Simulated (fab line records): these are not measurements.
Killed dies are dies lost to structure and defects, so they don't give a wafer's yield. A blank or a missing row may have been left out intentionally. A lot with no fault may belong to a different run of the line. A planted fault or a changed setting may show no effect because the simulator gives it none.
fab line records	flow nandHarc
record lots=5	wafers=15	lastDay=24
route steps=1159 shown A_BLC@968 A_M0@994 END@1159
lots that met no fault: taken from a fault-free run of the same line
startH: start of the lot's first displayed wafer, in hours after the record's first day	waitH: time in hours since the lot's previous step	" as in the row above	L1.1+2: a single row standing in for several wafers	- no value present, or no start provided	* or withheld: withheld	< > ~ a bound
route shown NAME@n: names a module that has steps shown in the file, with the first one's number in the route	usual: mean/standard deviation taken from wafers without a fault	same: alike in all rows	chamber/n: place in a boat	sites: readings site by site	_std_site: their standard deviation	_edge_site: outer sites' mean less inner sites'	radiusMm: how far each site lies from the wafer's centre	mask NAME#n: copy n	behind: tool/chamber where the wafer was last shaped	hold: reason for holding the lot/hours on hold/outcome of the hold	device: the n, p or np transistor that did not switch	end of line: at the end of the route, the tests of the same wafers	for a step that has no rows: nothing shown but its recipe	killed: dies that structure and defects cost at the first sort, which is not the same as the wafer's yield	map: the dies of a wafer, with x for killed, . for not killed, _ for no die there
set.NAME: the run value of the setting; set.NAME@STEP: its run value at that earlier step	model.NAME: the simulator's own value behind a step, which no gauge read
a table for each step, a row for each wafer; lots at some steps of the route
services: a tool's chamber out of use, with start hour (startH, from the record's first day; less than 0 if before it), hours out, and reason
## steps
# step NHARC_A_BLC_COAT_04
# recipe spinRpm=1500	resistThkNm=90
# step NHARC_A_BLC_SOFTBAKE_05
# recipe tempC=105	timeS=55
# step NHARC_A_BLC_EBR_06
# step NHARC_A_BLC_EXPOSE_07
# recipe na=1.35	targetCdNm=100	doseMj=67.97	maskId=A_BLC
# step NHARC_A_BLC_PEB_08
# recipe pebTempC=100	pebTimeS=65
# step NHARC_A_BLC_DEVELOP_09
# recipe developTimeS=35	devTempC=23
# step NHARC_A_BLC_CD_MEAS_10
# recipe targetCdNm=100	landingEnergyEv=500
# usual cdNm=99.8/0.94
lot.wafer	tool	chamber	startH	waitH	cdNm
L210.2	cdSem-02	0	397.33	-	99.5
L210.4	"	0	"	"	100.2
L210.5	"	0	"	"	99.8
L219.2	cdSem-02	0	471.94	-	99.8
L219.4	"	0	"	"	100.0
L219.5	"	0	"	"	99.2
L222.2	cdSem-01	0	479.69	-	101.3
L222.4	"	0	"	"	100.7
L222.5	"	0	"	"	102.1
L225.2	cdSem-01	0	495.66	-	100.1
L225.4	"	0	"	"	99.1
L225.5	"	0	"	"	99.0
L227.2	cdSem-01	0	500.06	-	100.1
L227.4	"	0	"	"	99.5
L227.5	"	0	"	"	99.3
# step NHARC_A_BLC_OVL_MEAS_11
# usual overlayXNm=0.2/0.98	overlayYNm=0.0/0.84
lot.wafer	tool	chamber	startH	waitH	overlayXNm	overlayYNm
L210.2	overlay-01	-	397.41	-	0.4	0.3
L210.4	"	-	"	"	0.7	-0.1
L210.5	"	-	"	"	0.3	0.0
L219.2	overlay-02	-	472.02	-	-1.5	1.2
L219.4	"	-	"	"	-1.8	1.0
L219.5	"	-	"	"	-1.9	0.5
L222.2	overlay-01	-	479.78	-	0.4	-1.2
L222.4	"	-	"	"	-0.3	-1.2
L222.5	"	-	"	"	0.9	-2.1
L225.2	overlay-01	-	495.75	-	1.0	-0.8
L225.4	"	-	"	"	0.7	-0.9
L225.5	"	-	"	"	0.6	-1.4
L227.2	overlay-01	-	500.14	-	-0.2	0.4
L227.4	"	-	"	"	-0.3	1.1
L227.5	"	-	"	"	-0.6	0.2
# step NHARC_A_BLC_INSPECT_12
# usual rawDefectCount=34/15
lot.wafer	tool	chamber	startH	waitH	rawDefectCount
L210.2	defectInspect-02	-	397.45	0.0	27
L210.4	"	-	"	"	33
L210.5	"	-	"	"	30
L219.2	defectInspect-01	-	472.06	0.0	44
L219.4	"	-	"	"	44
L219.5	"	-	"	"	37
L222.2	defectInspect-02	-	479.81	0.0	14
L222.4	"	-	"	"	17
L222.5	"	-	"	"	9
L225.2	defectInspect-01	-	495.79	0.0	36
L225.4	"	-	"	"	27
L225.5	"	-	"	"	28
L227.2	defectInspect-01	-	500.18	0.0	51
L227.4	"	-	"	"	64
L227.5	"	-	"	"	66
# step NHARC_A_BLC_DESCUM_15
# recipe timeS=3	o2FlowSccm=200	arFlowSccm=0	biasPowerW=0	chemistry=O2
# step NHARC_A_BLC_ETCH_16
# recipe targetDepthA=390	overEtchFrac=0.3	timeS=65	ionEnergyEv=80	cf4FlowSccm=150	arFlowSccm=0	rfW=300	biasW=100	chemistry=CF4
# step NHARC_A_BLC_ETCH_17
# recipe targetDepthA=3900	overEtchFrac=0.25	timeS=609.38	ionEnergyEv=200	n2FlowSccm=150	h2FlowSccm=150	arFlowSccm=0	rfW=400	biasW=150	chemistry=N2/H2
# step NHARC_A_BLC_ETCH_18
# recipe targetDepthA=9100	c4f8FlowSccm=20	o2FlowSccm=10	arFlowSccm=withheld	rfW=600	biasW=1500	chemistry=C4F8/O2/Ar
# usual oesProductAu=0.955/0.023	rfVppV=976/5.1
lot.wafer	tool	chamber	startH	waitH	oesProductAu	rfHoursCounterH	rfVppV
L210.2	rieDiel-08	2	398.14	-	0.971	9	971
L210.4	"	0	"	"	0.961	9	984
L210.5	"	2	"	"	0.968	-	971
L219.2	rieDiel-08	1	472.93	-	0.940	16	977
L219.5	"	0	"	"	0.922	-	984
L219.4	"	1	"	"	0.931	-	977
L222.2	rieDiel-08	1	480.65	-	0.964	17	977
L222.4	"	0	"	"	0.968	-	984
L222.5	"	1	"	"	0.975	-	977
L225.4	rieDiel-08	2	496.69	-	0.961	1	971
L225.2	"	3	"	"	0.968	1	972
L225.5	"	0	"	"	0.920	-	984
L227.2	rieDiel-03	1	500.88	-	0.933	10	969
L227.4	"	2	"	"	0.935	10	971
L227.5	"	0	"	"	0.931	-	974
# step NHARC_A_BLC_CD_MEAS_19
# usual cdNm=99.4/2.8
lot.wafer	tool	chamber	startH	waitH	cdNm
L210.2	cdSem-02	-	398.47	-	99.7
L210.4	"	-	"	"	103.9
L210.5	"	-	"	"	99.9
L219.2	cdSem-02	-	473.27	-	97.8
L219.4	"	-	"	"	99.7
L219.5	"	-	"	"	102.7
L222.2	cdSem-01	-	481.05	-	102.0
L222.4	"	-	"	"	103.5
L222.5	"	-	"	"	100.3
L225.2	cdSem-03	-	496.99	-	97.9
L225.4	"	-	"	"	103.8
L225.5	"	-	"	"	100.7
L227.2	cdSem-01	-	501.21	-	101.2
L227.4	"	-	"	"	101.0
L227.5	"	-	"	"	94.8
# step NHARC_A_BLC_STRIP_29
# recipe cf4FlowSccm=150	arFlowSccm=0	biasW=0	chemistry=CF4
# step NHARC_A_BLC_STRIP_21
# recipe o2FlowSccm=500	arFlowSccm=0	biasW=0	chemistry=O2
# usual drypumpMotorCurrentA=5.8/0.5	oesProductAu=1.005/0.011	rfVppV=57.6/0.87	showerheadPlenumPTorr=3.48/0.13	throttleValvePct=17.036/0.0088
lot.wafer	tool	chamber	startH	waitH	drypumpMotorCurrentA	oesProductAu	rfHoursCounterH	rfVppV	showerheadPlenumPTorr	throttleValvePct
L210.2	rieDiel-08	3	398.65	0.1	5.4	1.009	10	57.5	3.40	17.044
L210.4	"	0	"	"	6.4	1.011	9	58.7	3.68	17.046
L210.5	"	0	"	"	6.4	1.013	-	58.3	3.68	17.035
L219.2	rieDiel-08	0	473.50	0.1	6.4	1.004	18	58.2	3.68	17.048
L219.4	"	2	"	"	5.2	1.002	-	56.9	3.33	17.028
L219.5	"	0	"	"	6.4	0.997	-	58.8	3.68	17.042
L222.2	rieDiel-08	0	481.27	0.1	6.4	1.003	19	57.0	3.68	17.032
L222.4	"	1	"	"	6.2	1.001	-	57.3	3.49	17.034
L222.5	"	2	"	"	5.2	1.002	-	56.0	3.33	17.041
L225.2	rieDiel-08	3	497.17	0.1	5.4	0.998	1	58.1	3.39	17.047
L225.4	"	0	"	"	6.4	0.998	1	57.3	3.67	17.022
L225.5	"	3	"	"	5.4	0.999	-	57.7	3.39	17.027
L227.2	rieDiel-08	0	501.40	0.1	6.4	1.009	2	58.0	3.67	17.034
L227.4	"	2	"	"	5.2	1.013	1	57.6	3.33	17.040
L227.5	"	3	"	"	5.4	0.995	-	57.1	3.39	17.050
# step NHARC_A_BLC_STRIP_22
# recipe timeS=600	tempC=30	chemistry=postEtchResidueRemover
# step NHARC_A_BLC_DEGAS_30
# recipe tempC=300	timeS=60
# step NHARC_A_BLC_PRE_CLEAN_31
# recipe timeS=15	biasV=250	gas=Ar
# step NHARC_A_BLC_PVD_32
# recipe targetThkA=50	chamberPressurePa=5	powerW=5000	substrateTempC=200	timeS=17.7	material=Ti
# usual chamberPressurePa=4.999/0.011	throttleValvePct=29.6/1.3
lot.wafer	tool	chamber	startH	waitH	chamberPressurePa	throttleValvePct
L210.2	pvdSputter-03	-	-	-	4.999	30.6
L210.4	"	-	"	"	4.999	28.8
L210.5	"	-	"	"	4.991	30.6
L219.2	pvdSputter-03	-	-	-	5.009	30.7
L219.4	"	-	"	"	4.993	27.0
L219.5	"	-	"	"	5.023	29.8
L222.4	pvdSputter-02	-	-	-	5.003	29.4
L222.2	"	-	"	"	5.014	32.2
L222.5	"	-	"	"	4.987	29.7
L225.2	pvdSputter-03	-	-	-	5.005	30.4
L225.4	"	-	"	"	5.002	29.6
L225.5	"	-	"	"	4.996	29.6
L227.4	pvdSputter-02	-	-	-	4.995	29.5
L227.2	"	-	"	"	5.018	32.0
L227.5	"	-	"	"	4.999	29.9
# step NHARC_A_BLC_ALD_23
# recipe targetThkA=30	pulseTimeS=1	aldCycles=150	tempC=450	material=TiN
# usual heaterPowerW=1128/83	precursorPulseHeightRel=0.999/0.02
lot.wafer	tool	chamber	startH	waitH	heaterPowerW	precursorPulseHeightRel
L210.2	aldMetal-02	3	399.38	-	1259	0.966
L210.4	"	0	"	"	960	0.984
L210.5	"	0	"	"	950	0.993
L219.4	aldMetal-01	0	474.16	-	1153	0.971
L219.2	"	2	"	"	1230	1.001
L219.5	"	1	"	"	1066	0.987
L222.2	aldMetal-01	3	481.98	-	1105	0.999
L222.4	"	0	"	"	1156	1.002
L222.5	"	2	"	"	1224	0.966
L225.4	aldMetal-02	3	497.85	-	1310	1.001
L225.2	"	0	"	"	969	0.985
L225.5	"	3	"	"	1251	0.987
L227.2	aldMetal-04	1	502.10	-	1092	1.000
L227.5	"	1	"	"	1122	1.004
L227.4	"	2	"	"	1128	0.994
# step NHARC_A_BLC_CVD_24
# recipe targetThkA=1500	tempC=300	pressureTorr=40	wf6FlowSccm=40	h2FlowSccm=1600	arFlowSccm=1560	timeS=434	material=W
# usual heaterPowerW=500/39	throttleValvePct=7.81/0.2
lot.wafer	tool	chamber	startH	waitH	heaterPowerW	throttleValvePct
L210.2	cvdW-01	1	-	-	429	7.70
L210.4	"	1	"	"	432	7.81
L210.5	"	0	"	"	558	7.53
L219.2	cvdW-02	1	-	-	477	8.00
L219.4	"	0	"	"	509	7.87
L219.5	"	0	"	"	508	7.86
L222.2	cvdW-01	0	-	-	555	7.71
L222.4	"	1	"	"	469	7.80
L222.5	"	0	"	"	554	7.88
L225.2	cvdW-01	0	-	-	542	7.56
L225.4	"	0	"	"	551	7.85
L225.5	"	0	"	"	549	7.99
L227.2	cvdW-01	0	-	-	556	7.85
L227.4	"	1	"	"	467	7.49
L227.5	"	1	"	"	475	7.73
# step NHARC_A_BLC_CMP_25
# recipe tOverpolishS=30	targetThkNm=150
# step NHARC_A_BLC_SRD_27
# step NHARC_A_BLC_INSPECT_28
# usual rawDefectCount=440/130
lot.wafer	tool	chamber	startH	waitH	rawDefectCount
L210.2	defectInspect-01	-	407.82	0.1	447
L210.4	"	-	"	"	371
L210.5	"	-	"	"	363
L219.2	defectInspect-02	-	477.88	0.1	566
L219.4	"	-	"	"	744
L219.5	"	-	"	"	425
L222.2	defectInspect-01	-	493.59	0.1	306
L222.4	"	-	"	"	431
L222.5	"	-	"	"	313
L225.2	defectInspect-01	-	510.37	0.1	307
L225.4	"	-	"	"	301
L225.5	"	-	"	"	484
L227.2	defectInspect-02	-	511.91	0.1	408
L227.4	"	-	"	"	691
L227.5	"	-	"	"	488
# step NHARC_A_M0_DEP_00
# recipe targetThkA=1500	targetThkNm=150	tempC=withheld	pressureTorr=5	flowSccm=200	rfW=600	material=SiOC
# step NHARC_A_M0_DEHYDRATE_01
# recipe tempC=150	timeS=120
# step NHARC_A_M0_HMDS_02
# recipe timeS=30
# step NHARC_A_M0_COAT_33
# recipe tempC=200	timeS=65
# step NHARC_A_M0_COAT_03
# recipe spinRpm=1500	resistThkNm=90
# step NHARC_A_M0_SOFTBAKE_04
# recipe tempC=105	timeS=55
# step NHARC_A_M0_EBR_05
# step NHARC_A_M0_EXPOSE_06
# recipe na=1.35	targetCdNm=80	doseMj=83.25	maskId=A_M0
# step NHARC_A_M0_PEB_07
# recipe pebTempC=100	pebTimeS=65
# step NHARC_A_M0_DEVELOP_08
# recipe developTimeS=35	devTempC=23
# step NHARC_A_M0_CD_MEAS_09
# recipe targetCdNm=80	landingEnergyEv=500
# usual cdNm=80.0/0.7
lot.wafer	tool	chamber	startH	waitH	cdNm
L210.2	cdSem-03	0	408.59	-	79.3
L210.4	"	0	"	"	80.6
L210.5	"	0	"	"	78.9
L219.2	cdSem-03	0	478.85	-	78.5
L219.4	"	0	"	"	80.7
L219.5	"	0	"	"	79.3
L222.2	cdSem-02	0	494.50	-	80.2
L222.4	"	0	"	"	80.6
L222.5	"	0	"	"	80.3
L225.2	cdSem-01	0	511.14	-	79.9
L225.4	"	0	"	"	79.5
L225.5	"	0	"	"	79.7
L227.2	cdSem-01	0	513.09	-	79.5
L227.4	"	0	"	"	80.8
L227.5	"	0	"	"	80.7
# step NHARC_A_M0_OVL_MEAS_10
# recipe pitchNm=160
# usual overlayXNm=0.4/0.78	overlayYNm=-0.1/0.75
lot.wafer	tool	chamber	startH	waitH	overlayXNm	overlayYNm
L210.2	overlay-01	-	408.69	-	0.1	-0.9
L210.4	"	-	"	"	0.3	-0.5
L210.5	"	-	"	"	0.4	-0.5
L219.2	overlay-01	-	478.93	-	0.5	-0.7
L219.4	"	-	"	"	0.0	-0.4
L219.5	"	-	"	"	0.3	-0.5
L222.2	overlay-01	-	494.58	-	0.0	-0.7
L222.4	"	-	"	"	-0.5	-1.1
L222.5	"	-	"	"	-0.3	-0.8
L225.2	overlay-01	-	511.23	-	0.0	0.6
L225.4	"	-	"	"	-0.3	0.5
L225.5	"	-	"	"	0.0	0.4
L227.2	overlay-01	-	513.18	-	-0.5	0.5
L227.4	"	-	"	"	0.3	-0.4
L227.5	"	-	"	"	1.0	0.3
# step NHARC_A_M0_INSPECT_11
# usual rawDefectCount=35/15
lot.wafer	tool	chamber	startH	waitH	rawDefectCount
L210.2	defectInspect-01	-	408.73	0.0	26
L210.4	"	-	"	"	34
L210.5	"	-	"	"	29
L219.2	defectInspect-02	-	478.97	0.0	45
L219.4	"	-	"	"	44
L219.5	"	-	"	"	38
L222.2	defectInspect-02	-	494.62	0.0	14
L222.4	"	-	"	"	17
L222.5	"	-	"	"	9
L225.2	defectInspect-01	-	511.26	0.0	36
L225.4	"	-	"	"	37
L225.5	"	-	"	"	31
L227.2	defectInspect-01	-	513.23	0.1	50
L227.4	"	-	"	"	66
L227.5	"	-	"	"	72
# step NHARC_A_M0_DESCUM_14
# recipe timeS=3	o2FlowSccm=200	arFlowSccm=0	biasPowerW=0	chemistry=O2
# step NHARC_A_M0_ETCH_34
# recipe targetDepthA=400	overetchA=120	timeS=43.94	ionEnergyEv=200	n2FlowSccm=150	h2FlowSccm=150	arFlowSccm=0	rfW=400	biasW=150	chemistry=N2/H2
# usual drypumpMotorCurrentA=5.7/0.37	oesProductAu=1.003/0.0097	rfVppV=431.7/2.6	showerheadPlenumPTorr=2.09/0.086	throttleValvePct=14.171/0.0085
lot.wafer	tool	chamber	startH	waitH	drypumpMotorCurrentA	oesProductAu	rfHoursCounterH	rfVppV	showerheadPlenumPTorr	throttleValvePct
L210.4	rieDiel-04	0	408.88	0.1	6.1	1.017	7	433.3	2.10	14.180
L210.2	"	3	"	"	5.3	1.005	7	434.4	2.15	14.159
L210.5	"	1	"	"	5.7	0.990	-	433.9	2.19	14.180
L219.2	rieDiel-13	1	479.12	0.1	5.8	1.002	12	433.8	2.12	14.187
L219.4	"	0	"	"	5.9	1.011	13	426.5	1.90	14.173
L219.5	"	1	"	"	5.8	1.000	-	431.7	2.12	14.178
L222.2	rieDiel-02	1	494.77	0.1	5.7	0.989	12	431.8	2.08	14.167
L222.4	"	0	"	"	5.5	0.985	12	432.5	2.08	14.157
L222.5	"	2	"	"	5.6	1.002	-	433.9	2.14	14.181
L225.2	rieDiel-13	0	511.41	0.1	5.9	0.998	2	425.8	1.90	14.173
L225.4	"	2	"	"	6.0	1.015	1	423.8	1.89	14.165
L225.5	"	1	"	"	5.8	0.988	-	433.2	2.12	14.171
L227.2	rieDiel-04	3	513.39	0.1	5.3	1.011	3	433.4	2.15	14.165
L227.4	"	0	"	"	6.1	1.005	3	430.7	2.10	14.166
L227.5	"	1	"	"	5.7	1.023	-	435.2	2.18	14.167
# step NHARC_A_M0_ETCH_15
# recipe targetDepthA=1500	overetchA=150	timeS=82.5	c4f8FlowSccm=withheld	arFlowSccm=400	rfW=600	biasW=300	chemistry=C4F8/Ar
# step NHARC_END_SORT_01
# recipe tempC=25
# usual killedAtArray=30/10	killedAtOther=0.5/0.82	killedAtPeriphery=2.9/2	killedDies=34/11	killedOpen=3.2/1.8	killedShort=2.0/1.4
# same grossDies=677
lot.wafer	tool	chamber	startH	waitH	killedAtArray	killedAtOther	killedAtPeriphery	killedDies	killedOpen	killedShort
L210.2	prober-01	0	451.36	2.8	21	0	6	27	5	2
L210.4	prober-01	0	452.98	3.5	25	0	2	27	2	1
L210.5	prober-01	0	453.80	3.8	28	0	3	31	3	4
L219.2	prober-02	0	516.81	2.8	36	0	4	40	2	2
L219.4	prober-02	0	518.39	3.4	31	0	4	35	3	1
L219.5	prober-02	0	519.18	3.7	35	0	2	37	4	1
L222.2	prober-01	0	537.33	2.8	19	2	1	22	3	3
L222.4	prober-01	0	538.92	3.4	21	4	1	26	4	2
L222.5	prober-01	0	539.72	3.7	12	1	0	13	4	1
L225.5	prober-02	0	555.07	3.7	301	0	1	302	1	3
L227.2	prober-02	0	568.32	2.8	43	0	5	48	6	4
L227.4	prober-02	0	569.91	3.4	51	1	5	57	7	2
L227.5	prober-02	0	570.71	3.7	52	0	4	56	1	5
# killed by level:class
L210.2 A_SLIT:chamberFilmFlake=6 A_CHANNEL_HOLE_D1:chamberFilmFlake=6 A_CONTACT:chamberFilmFlake=3 P_CONTACT:chamberFilmFlake=2 A_STAIRCASE:chamberFilmFlake=2 P_M0:geometricParticle:open=1 P_M0:geometricParticle:short=1 P_M2:geometricParticle:open=1
L210.4 A_CHANNEL_HOLE_D1:chamberFilmFlake=10 A_SLIT:chamberFilmFlake=7 A_STAIRCASE:chamberFilmFlake=3 A_CONTACT:chamberFilmFlake=2 A_SOURCE_PLATE:geometricParticle:open=1 A_WL_FILL:geometricParticle:short=1 A_CONTACT:geometricParticle:open=1 P_STI:chamberFilmFlake=1
L210.5 A_CHANNEL_HOLE_D1:chamberFilmFlake=10 A_SLIT:chamberFilmFlake=7 A_CONTACT:chamberFilmFlake=4 P_M0:geometricParticle:open=2 A_CHANNEL_FILL_D1:geometricParticle:short=2 A_STAIRCASE:chamberFilmFlake=2 A_ONON_D1:geometricParticle:short=1 A_WL_FILL:geometricParticle:open=1
L219.2 A_CHANNEL_HOLE_D1:chamberFilmFlake=14 A_SLIT:chamberFilmFlake=13 A_STAIRCASE:chamberFilmFlake=4 P_STI:chamberFilmFlake=2 P_CONTACT:geometricParticle:short=1 A_CHANNEL_HOLE_D1:geometricParticle:open=1 A_WL_FILL:geometricParticle:short=1 A_CONTACT:geometricParticle:open=1
L219.4 A_SLIT:chamberFilmFlake=14 A_CHANNEL_HOLE_D1:chamberFilmFlake=10 P_STI:chamberFilmFlake=3 A_STAIRCASE:chamberFilmFlake=2 A_CONTACT:chamberFilmFlake=2 P_GATE:geometricParticle:open=1 A_ONON_D1:geometricParticle:open=1 A_CHANNEL_FILL_D1:geometricParticle:short=1
L219.5 A_CHANNEL_HOLE_D1:chamberFilmFlake=11 A_SLIT:chamberFilmFlake=11 A_STAIRCASE:chamberFilmFlake=7 A_CONTACT:chamberFilmFlake=2 P_CONTACT:geometricParticle:open=1 P_M1:geometricParticle:short=1 A_ONON_D1:geometricParticle:open=1 A_CHANNEL_FILL_D1:geometricParticle:open=1
L222.2 A_CHANNEL_HOLE_D1:chamberFilmFlake=5 A_STAIRCASE:chamberFilmFlake=4 A_WL_FILL:geometricParticle:short=3 A_CONTACT:geometricParticle:open=2 A_CONTACT:chamberFilmFlake=2 THIN_TSV:chamberFilmFlake=2 A_CHANNEL_FILL_D1:geometricParticle:open=1 P_GATE:chamberFilmFlake=1
L222.4 A_CHANNEL_HOLE_D1:chamberFilmFlake=9 THIN_TSV:chamberFilmFlake=4 A_STAIRCASE:chamberFilmFlake=3 A_CONTACT:geometricParticle:open=2 A_WL_FILL:chamberFilmFlake=2 A_CONTACT:chamberFilmFlake=2 P_M0:geometricParticle:open=1 A_SLIT:geometricParticle:short=1
L222.5 A_CHANNEL_HOLE_D1:chamberFilmFlake=6 A_CHANNEL_FILL_D1:geometricParticle:open=1 A_CONTACT:geometricParticle:open=1 A_BLC:geometricParticle:open=1 A_M0:geometricParticle:open=1 A_M0:geometricParticle:short=1 A_STAIRCASE:chamberFilmFlake=1 THIN_TSV:chamberFilmFlake=1
L225.5 A_BLC:areaEtch=271 A_SLIT:chamberFilmFlake=12 A_CHANNEL_HOLE_D1:chamberFilmFlake=6 A_BLC:chamberFilmFlake=3 A_WL_FILL:geometricParticle:short=2 A_CHANNEL_FILL_D1:chamberFilmFlake=2 A_STAIRCASE:chamberFilmFlake=2 A_CHANNEL_FILL_D1:geometricParticle:open=1
L227.2 A_SLIT:chamberFilmFlake=17 A_CHANNEL_HOLE_D1:chamberFilmFlake=16 A_CONTACT:geometricParticle:open=4 A_WL_FILL:geometricParticle:short=3 P_STI:chamberFilmFlake=2 P_GATE:geometricParticle:short=1 P_M0:geometricParticle:open=1 A_BLC:geometricParticle:open=1
L227.4 A_SLIT:chamberFilmFlake=22 A_CHANNEL_HOLE_D1:chamberFilmFlake=16 A_CONTACT:chamberFilmFlake=5 P_GATE:geometricParticle:short=1 P_GATE:geometricParticle:open=1 P_M1:geometricParticle:open=1 A_ONON_D1:geometricParticle:open=1 A_CHANNEL_FILL_D1:geometricParticle:short=1
L227.5 A_SLIT:chamberFilmFlake=24 A_CHANNEL_HOLE_D1:chamberFilmFlake=20 A_CHANNEL_FILL_D1:geometricParticle:short=2 A_WL_FILL:geometricParticle:short=2 A_CONTACT:chamberFilmFlake=2 P_M2:geometricParticle:open=1 A_SOURCE_PLATE:geometricParticle:short=1 P_ZERO_WELL:chamberFilmFlake=1
# map L225.5 (x killed, . not)
____________x____________
_________xxxx.xx_________
_______xxxxxxx.xxx_______
______x.xxxxxxxxxxx______
_____xxxxxxxxx.xx.x._____
____xxxxxx....xxxxxxx____
____xxxx..xx.xxx...xx____
___xx.xxxx..x..x.xx...___
___xxx.xx.x.x.xx.....x___
__.xxxxx.xxx.xxx...x.xx__
__x.xxxxx.......xxxx.xx__
_xxx.xxx..xx....x......x_
_xx.x...xx..........xx.x_
_..xxx.xx....xx.x.xx..xx_
_xxxxxxx.x.x..........xx_
_x..x.x.x.......xxx..x.._
xxx...x.....x......x.....
xxx.x..x.....x...x.....x.
xxxxxx.x............xx.x.
x.xxxx.........x..x...xxx
xxxx.x..x.......x.....xx.
_.x.xxx.x.........x....x_
_xx.x.x......xx...x..x.._
_xxxxx.x.x....x........._
_xxxx.xxxx...........xx._
_xxxxxxx...........x...x_
__xx.xx....x...x....x..__
__x.xxx.x..x.xx..x.x...__
___x.xxx.x...........x___
___xx.x..........x....___
____x..x.......x.....____
____xxx.xx..x.......x____
_____xx........x.xx._____
______x..x..x.x.x.x______
_______....xx..xx._______
_________x.x.x.x_________
____________x____________
# map L219.2 (x killed, . not)
____________.____________
_________......._________
_______x.........._______
______.............______
_____..............._____
____.................____
____.................____
___...................___
___..................x___
__..................x..__
__.....................__
_..................xx..x_
_.....................xx_
_......................x_
_.....................xx_
_....................x.x_
..................x...xx.
...........x.............
.x.......................
x.x......................
xxxxx.x..................
_.....x................._
_....xx................x_
_..xx.x........x.x....x._
_..x....x.......x.....x._
_......................._
__.....................__
__.....................__
___...................___
___...................___
____.................____
____.................____
_____..............._____
______.............______
_______..........._______
_________......._________
____________.____________
## services
tool	chamber	startH	hours	kind
cvdW-02	-	381.02	13.0	pm
pvdSputter-03	-	382.80	3.5	repair
pvdSputter-02	-	392.00	10.0	pm
rieDiel-03	-	392.30	9.0	pm
rieDiel-08	3	403.36	9.2	repair
rieDiel-03	3	405.50	7.8	repair
aldMetal-04	-	406.00	10.0	pm
rieDiel-03	-	453.29	2.3	repair
aldMetal-01	-	458.00	10.0	pm
pvdSputter-03	-	458.00	10.0	pm
rieDiel-04	-	465.90	9.0	pm
rieDiel-08	3	471.99	20.8	repair
rieDiel-13	2	472.10	4.7	repair
rieDiel-03	2	474.60	5.8	repair
rieDiel-03	3	475.31	5.4	repair
pvdSputter-02	-	478.67	1.3	repair
rieDiel-04	0	479.12	2.0	repair
cvdW-01	-	479.65	13.0	pm
rieDiel-13	-	480.02	9.0	pm
rieDiel-02	-	484.34	0.2	repair
rieDiel-08	-	486.27	9.0	pm
rieDiel-02	-	504.70	9.0	pm
rieDiel-03	0	504.98	25.0	repair
rieDiel-03	2	510.06	6.7	repair
## key
firstSign step=NHARC_END_SORT_01	reading=killedAtArray	direction=up	sigmas=26	usual=30	struck=301
effect step=NHARC_END_SORT_01	reading=killedDies	direction=up	sigmas=25	usual=34	struck=302
moreKillsBornAt NHARC_A_BLC_ETCH_18@rieDiel-08=271
metAt NHARC_A_BLC_ETCH_18
struckWafers L225.5
testerLeftOut L225
onsetBetween 480.65 496.69
fault kind=processParameterDrift	tool=rieDiel-08	chamber=0	onsetH=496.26	steps=NHARC_A_BLC_ETCH_18	channel=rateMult	offset=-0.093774	shape=step	endH=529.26
# testerLeftOut: of these lots the tester's yield and bins aren't shown, on N5 and GAA mostly nor the transistor test; their killed dies are dies lost to structure and defects alone, not to doping, threshold or leakage, so they don't give the yield
